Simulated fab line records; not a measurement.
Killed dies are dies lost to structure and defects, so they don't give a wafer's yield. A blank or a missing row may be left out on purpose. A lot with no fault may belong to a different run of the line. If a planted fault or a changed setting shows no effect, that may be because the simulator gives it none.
Which of the tools did it? | flow nand-harc | 18 wafers from 6 lots sampled at 3 of the route's 1159 steps

WHAT EACH GAUGE READ, for each wafer
NHARC_A_BONDPAD_OVL_MEAS_35.
lot  | measured     | on         | overlay-x-nm (nm)
L110 | day 18 02:43 | overlay-02 | 2 2 2
L114 | day 19 14:31 | overlay-01 | -11 -11 -11
L115 | day 20 02:14 | overlay-01 | 0 0 0
L118 | day 20 05:56 | overlay-01 | 4 5 4
L121 | day 20 17:24 | overlay-01 | -6 -5 -6
L129 | day 22 17:13 | overlay-02 | -9 -9 -9

EACH LOT AND THE TOOL THAT RAN IT (in order: tool; ch and the chambers of the sampled wafers; start)
lot  | NHARC_A_CONTACT_ETCH_124             | NHARC_A_BONDPAD_CMP_29
L110 | har-cap-etch-01 ch 0,1, day 17 00:17 | cmp-04 ch 0,2,3, day 18 01:55
L114 | har-cap-etch-02 ch 0,1, day 18 07:48 | cmp-01 ch 2,3, day 19 13:36
L115 | har-cap-etch-02 ch 0,1, day 18 20:07 | cmp-01 ch 1,2,3, day 20 01:25
L118 | har-cap-etch-01 ch 0,1, day 19 02:22 | cmp-01 ch 0,2, day 20 05:01
L121 | har-cap-etch-01 ch 0,1, day 19 14:39 | cmp-01 ch 1,2,3, day 20 16:40
L129 | har-cap-etch-01 ch 0,1, day 21 07:12 | cmp-03 ch 0,1,3, day 22 16:29
- NHARC_A_CONTACT_ETCH_124: etches the open film in C4F8/O2/Ar, time 140 s, target depth 700 nm.
- NHARC_A_BONDPAD_CMP_29: polishes SiCN, target thk 200 nm.

THE ANSWER, worked out from the rows above alone
Rule: the usual values come from the lots themselves. Put in order of their means at a reading, lots are off if they are a third of the lots or fewer, leave a main group of 4 or more, and stand apart from it by a gap of 3 or more times the standard deviation of the main group's means; of several such gaps the widest counts. If all means in a main group match to the digits the tables above print for the reading, that group is not used. Also off: a lot with no number at a reading for which 4 or more lots have one. Where the step has rows for the other lots, those lots are counted as sound.
No lot is off on any of the readings shown, so nothing can be concluded from this.

WHAT THE SIMULATOR HAD INSERTED
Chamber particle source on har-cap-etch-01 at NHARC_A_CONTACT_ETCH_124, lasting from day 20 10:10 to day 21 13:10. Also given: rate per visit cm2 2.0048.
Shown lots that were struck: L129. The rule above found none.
